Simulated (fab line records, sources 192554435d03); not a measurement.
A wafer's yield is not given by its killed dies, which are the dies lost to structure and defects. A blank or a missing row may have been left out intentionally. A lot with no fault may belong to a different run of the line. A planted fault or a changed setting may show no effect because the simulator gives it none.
Which tool is to blame? -- flow n5Finfet -- 9 lots with 25 wafers sampled at 5 steps, on a route of 1938 steps

## WHAT THE GAUGES SHOWED, per wafer
N5_HKMG_FIN_OVL_MEAS_13.
lot,measured,on,NWFM_OVL (nm)
L428,day 5 04:20,overlay-02,0.7 0.9 1.4
L430,day 5 16:35,overlay-01,0.1 0.2 1.2
L431,day 5 21:57,overlay-02,1.2 0.4 0.6
L432,day 6 02:04,overlay-02,-0.2 -0.7 -1.4
L435,day 6 21:56,overlay-01,0.2 -0.3
L436,day 7 02:02,overlay-02,0.7 0.1
L440,day 8 02:33,overlay-01,0.7 0.8 0.1
L442,day 8 12:58,overlay-01,-0.9 -0.3 -0.6
L444,day 9 02:26,overlay-02,0.5 1.3 1.8

N5_HKMG_FIN_INSPECT_14: inspects for defects (macro).
lot,measured,on,rawDefectCount
L428,day 5 04:22,defectInspect-01,4 3 2
L430,day 5 16:37,defectInspect-01,3 3 2
L431,day 5 21:59,defectInspect-01,6 2 1
L432,day 6 02:06,defectInspect-02,4 0 1
L435,day 6 21:58,defectInspect-02,0 0
L436,day 7 02:03,defectInspect-01,3 3
L440,day 8 02:34,defectInspect-02,2 1 2
L442,day 8 12:59,defectInspect-02,1 2 2
L444,day 9 02:27,defectInspect-01,4 0 3

N5_BEOL_M4_RC_MEAS_101.
lot,measured,on,DIBL_N (mV/V),DIBL_P (mV/V),IOFF_N (nA/um),IOFF_N_85C (nA/um),IOFF_N_LIN (nA/um),IOFF_N_LONG (nA/um),IOFF_P (nA/um),IOFF_P_LIN (nA/um),IOFF_P_LONG (nA/um),ION_N (uA/um),ION_P (uA/um),SS_N (mV/dec),SS_P (mV/dec),VT_N (mV),VT_N_LONG (mV),VT_N_LVT (mV),VT_P (mV),VT_P_LONG (mV),VT_P_LVT (mV)
L428,day 8 21:29,prober-01,35.8 35.2 34.1,35.7 34.7 34.3,0.163 0.154 0.136,3.2 3.0 2.8,0.076 0.072 0.065,5.47e-05 5.54e-05 5.5e-05,0.214 0.195 0.186,0.103 0.095 0.091,9.8e-05 9.5e-05 9.6e-05,678 676 664,462 460 460,70.9 71.1 70.7,73.4 73.3 72.3,250.3 250.3 253.4,275.9 275.1 275.7,100.4 102.1 102.3,-252.0 -250.5 -251.6,-276.5 -278.9 -278.5,-101.0 -101.7 -102.1
L430,day 9 12:56,prober-01,37.0 37.1 35.8,38.9 39.1 37.2,0.179 0.171 0.159,3.4 3.3 3.1,0.082 0.078 0.073,5.75e-05 5.54e-05 5.74e-05,0.242 0.249 0.212,0.111 0.112 0.101,0.000104 0.000108 0.000104,677 676 677,462 464 466,72.6 72.4 71.5,72.9 73.9 73.1,247.9 250.5 251.4,272.6 276.8 271.7,95.7 97.0 97.5,-251.3 -248.7 -248.6,-270.9 -272.8 -273.8,-96.7 -97.6 -97.8
L431,day 9 22:43,prober-01,38.0 39.0 38.1,38.1 39.0 37.9,0.188 0.219 0.191,3.6 4.1 3.7,0.087 0.098 0.090,5.74e-05 5.88e-05 5.71e-05,0.232 0.242 0.228,0.106 0.111 0.105,0.000101 0.000103 0.000102,679 694 688,458 469 466,71.8 72.1 71.2,73.6 73.2 74.3,246.1 242.9 244.9,272.2 272.1 272.6,95.0 91.7 93.6,-248.4 -249.2 -249.0,-276.7 -276.3 -275.6,-97.2 -96.3 -98.7
L432,day 9 21:47,prober-01,35.3 35.9 35.8,38.5 37.9 37.8,0.069 0.158 0.153,1.6 3.1 3.0,0.032 0.072 0.069,3.4e-05 5.36e-05 5.43e-05,0.309 0.246 0.246,0.150 0.119 0.118,0.00014 0.000117 0.000116,617 671 669,477 469 462,71.6 71.8 71.8,73.5 74.0 73.8,273.1 251.9 252.0,294.5 274.6 278.6,125.1 102.9 103.5,-239.3 -246.6 -245.0,-263.8 -269.7 -271.9,-92.0 -97.6 -97.3
L435,day 10 18:42,prober-01,36.5 34.9,37.1 34.9,0.084 0.071,1.8 1.5,0.038 0.033,3.67e-05 3.67e-05,0.320 0.283,0.145 0.136,0.000141 0.000141,644 618,486 469,72.6 72.1,73.9 73.2,266.7 270.7,297.0 296.2,118.2 121.5,-240.4 -241.0,-265.2 -262.9,-90.4 -91.6
L436,day 11 01:30,prober-01,33.9 36.6,34.3 37.4,0.121 0.076,2.5 1.6,0.059 0.034,5.23e-05 3.44e-05,0.169 0.256,0.081 0.115,9.4e-05 0.00011,661 619,455 461,70.4 71.3,73.0 73.3,255.1 268.8,278.7 299.5,101.9 119.7,-252.1 -247.2,-278.6 -272.3,-102.3 -93.8
L440,day 12 05:47,prober-02,36.1 34.7 36.1,35.7 34.1 36.0,0.175 0.146 0.174,3.5 3.0 3.5,0.080 0.069 0.080,5.77e-05 5.68e-05 5.73e-05,0.209 0.191 0.210,0.096 0.092 0.096,9.9e-05 0.000103 9.7e-05,686 675 682,466 464 459,71.6 71.5 71.4,72.9 72.1 73.4,244.6 250.2 249.9,270.7 271.4 275.3,98.2 99.7 96.3,-251.3 -250.9 -251.5,-276.4 -273.8 -276.9,-99.8 -101.0 -100.5
L442,day 12 12:46,prober-02,36.6 37.7 36.6,36.1 37.9 36.4,0.169 0.189 0.160,3.2 3.5 3.1,0.078 0.086 0.075,5.43e-05 5.53e-05 5.4e-05,0.222 0.250 0.222,0.103 0.113 0.102,0.000105 0.000108 0.000107,680 681 669,464 469 469,72.2 71.9 72.1,74.0 73.8 74.0,246.4 244.4 248.8,274.8 274.7 277.0,98.9 97.2 100.4,-247.6 -248.1 -249.1,-275.6 -272.2 -275.0,-98.6 -97.6 -99.5
L444,day 13 00:23,prober-01,37.0 36.1 36.7,37.4 36.9 37.4,0.161 0.150 0.152,3.2 3.0 3.0,0.075 0.073 0.072,5.61e-05 5.69e-05 5.64e-05,0.218 0.207 0.208,0.100 0.095 0.096,0.000101 0.0001 0.000104,674 677 669,463 464 464,71.5 72.0 71.9,73.1 72.8 73.1,247.9 247.4 248.8,275.0 272.8 273.7,95.9 96.2 96.8,-252.6 -249.7 -250.3,-276.8 -276.0 -276.6,-96.5 -97.5 -97.2

## WHAT TOOL EACH LOT RAN ON (gives the tool, then ch and the chambers of the sampled wafers, and finally the start)
lot,N5_HKMG_FIN_NWFM_ALD_20,N5_HKMG_FIN_ETCHBACK_68
L428,"aldMetal-03 ch 1,2,3, day 5 06:27","rieMetal-01 ch 0,1, day 5 07:07"
L430,"aldMetal-04 ch 0,2,3, day 5 18:49","rieMetal-02 ch 0,1, day 5 19:29"
L431,"aldMetal-04 ch 1,2, day 5 23:58","rieMetal-02 ch 0,1, day 6 00:37"
L432,"aldMetal-04 ch 0,2, day 6 04:23","rieMetal-01 ch 0,1, day 6 05:02"
L435,"aldMetal-04 ch 1,2, day 7 00:00","rieMetal-01 ch 1, day 7 00:44"
L436,"aldMetal-04 ch 3, day 7 04:05","rieMetal-01 ch 1, day 7 04:49"
L440,"aldMetal-02 ch 0,2,3, day 8 04:35","rieMetal-02 ch 0,1, day 8 05:15"
L442,"aldMetal-02 ch 0,1,3, day 8 15:04","rieMetal-02 ch 0,1, day 8 15:44"
L444,"aldMetal-03 ch 1,2,3, day 9 04:53","rieMetal-03 ch 0,1, day 9 05:32"
- N5_HKMG_FIN_NWFM_ALD_20: deposits TiAlC, target thk 2 nm, pulse time 3 s, purge time 2 s.
- N5_HKMG_FIN_ETCHBACK_68: etches the open film in Cl2/Ar, stops on HfO2, target depth 0.5 nm.

## AS READ BY THE TOOLS THEMSELVES (means over the sampled wafers that have a number; for cases with no such wafer, the mark the record gives instead)
N5_HKMG_FIN_NWFM_ALD_20.
lot,tool,heaterPowerW (W),precursorPulseHeightRel
L428,aldMetal-03,459,1.006
L430,aldMetal-04,508,0.998
L431,aldMetal-04,521,0.989
L432,aldMetal-04,487,1.010
L435,aldMetal-04,500,0.993
L436,aldMetal-04,533,1.004
L440,aldMetal-02,509,0.997
L442,aldMetal-02,486,1.023
L444,aldMetal-03,460,1.002

N5_HKMG_FIN_ETCHBACK_68.
lot,tool,biasW (W),drypumpMotorCurrentA (A),heBacksideLeakSccm (sccm),mfcArSccm (sccm),oesProductAu (a.u.),rfFwdPowerW (W),throttleValvePct (%)
L428,rieMetal-01,60.07,5.7,3.43,60.08,0.75,599.3,20.88
L430,rieMetal-02,60.22,6.6,3.45,59.95,0.76,594.6,20.90
L431,rieMetal-02,60.07,6.5,3.61,59.99,0.82,595.7,20.65
L432,rieMetal-01,60.12,5.7,3.53,59.97,0.77,596.9,20.86
L435,rieMetal-01,59.81,5.6,3.41,60.00,0.81,598.2,20.79
L436,rieMetal-01,60.11,5.6,3.21,59.83,0.81,597.3,20.80
L440,rieMetal-02,59.89,6.6,3.48,59.99,0.76,595.2,20.90
L442,rieMetal-02,59.98,6.6,3.52,60.07,0.75,594.1,20.91
L444,rieMetal-03,60.33,5.6,3.33,59.99,0.87,596.0,20.87

## THE ANSWER, worked out from the rows above alone
Rule: what is usual is taken from the lots themselves. The widest of any qualifying gaps counts: lots, ordered by their means at a reading, are off when they make up no more than a third of the lots, leave a main group of 4 or more, and stand apart from it by 3 or more times the standard deviation of that group's means. If all means in a main group match to the digits the tables above print for the reading, that group is not used. A lot without any number at a reading at which 4 lots or more have one is off too. Any other lot the step has rows for is counted as sound. First the gauges in route order, then the tools' own readings, where a lot's mean is used as printed above. At the first step where some lot is off, the reading lying furthest off is the one used; lots without a number count as furthest.
Off: L432, L435, L436, seen at N5_BEOL_M4_RC_MEAS_101 (IOFF_N_LONG). The main group has a mean of 5.63e-05 nA/um with a standard deviation of 1.2e-06.
If a tool, at a process step before that reading, ran all the lots that are off and no sound lot after the first of them, it fits. Those tools and the gauges at N5_BEOL_M4_RC_MEAS_101 are tried in the same way. Undecided on this evidence; 2 tools fit (aldMetal-04 at N5_HKMG_FIN_NWFM_ALD_20, rieMetal-01 at N5_HKMG_FIN_ETCHBACK_68).

## WHAT WAS PUT IN BY THE SIMULATOR
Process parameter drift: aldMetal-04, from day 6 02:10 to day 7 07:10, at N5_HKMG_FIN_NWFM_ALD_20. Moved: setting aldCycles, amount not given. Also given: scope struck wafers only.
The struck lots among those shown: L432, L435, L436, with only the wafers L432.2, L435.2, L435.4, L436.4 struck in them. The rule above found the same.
